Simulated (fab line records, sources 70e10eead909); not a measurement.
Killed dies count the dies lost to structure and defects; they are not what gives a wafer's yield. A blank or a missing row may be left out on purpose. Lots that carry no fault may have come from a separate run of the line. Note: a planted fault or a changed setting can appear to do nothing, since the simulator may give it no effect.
Which tool did it?	flow nandHarc	18 wafers from 6 lots sampled at 4 of the route's 1302 steps

WHAT THE GAUGES READ, wafer by wafer
NHARC_END_SORT_01.
lot	measured	on	sortRimYieldPct (%)
L279	day 27 01:46	prober-01	91 91 93
L294	day 33 11:23	prober-01	75 92 84

WHICH TOOL RAN EACH LOT (tool, then ch and the chambers of the sampled wafers, then the start)
lot	NHARC_P_M1_PVD_21	NHARC_A_BONDPAD_PVD_27	NHARC_THIN_TSV_STRIP_45
L277	pvdSputter-01, day 7 16:22	pvdSputter-02, day 25 08:35 or earlier	plasmaAsher-02 ch 0,1, day 25 08:35
L279	pvdSputter-03, day 8 22:03	pvdSputter-02, day 26 09:22 or earlier	plasmaAsher-01 ch 0, day 26 09:22
L285	pvdSputter-03, day 11 08:46	pvdSputter-02, day 29 03:11 or earlier	plasmaAsher-02 ch 0,1, day 29 03:11
L287	pvdSputter-03, day 12 03:44	pvdSputter-03, day 29 20:59 or earlier	plasmaAsher-02 ch 0,1, day 29 20:59
L289	pvdSputter-01, day 13 01:37	pvdSputter-03, day 30 11:10 or earlier	plasmaAsher-02 ch 0,1, day 30 11:10
L294	pvdSputter-03, day 14 23:11	pvdSputter-01, day 32 14:31 or earlier	plasmaAsher-02 ch 0,1, day 32 14:31
- NHARC_P_M1_PVD_21: deposits Cu, target thk 30 nm, time 20.49 s.
- NHARC_A_BONDPAD_PVD_27: deposits Cu, target thk 30 nm, time 20.49 s.
- NHARC_THIN_TSV_STRIP_45: strips in O2.

THE ANSWER, worked out from the rows above alone
Rule: the lots themselves supply what counts as usual. The widest of any qualifying gaps counts: lots, ordered by their means at a reading, are off when they make up no more than a third of the lots, leave a main group of 4 or more, and stand apart from it by 3 or more times the standard deviation of that group's means. If all means in a main group match to the digits the tables above print for the reading, that group is not used. A lot without any number at a reading at which 4 lots or more have one is off too. Any other lot the step has rows for is counted as sound.
None of the lots is off at any reading shown; this tells nothing.

WHAT THE SIMULATOR HAD INSERTED
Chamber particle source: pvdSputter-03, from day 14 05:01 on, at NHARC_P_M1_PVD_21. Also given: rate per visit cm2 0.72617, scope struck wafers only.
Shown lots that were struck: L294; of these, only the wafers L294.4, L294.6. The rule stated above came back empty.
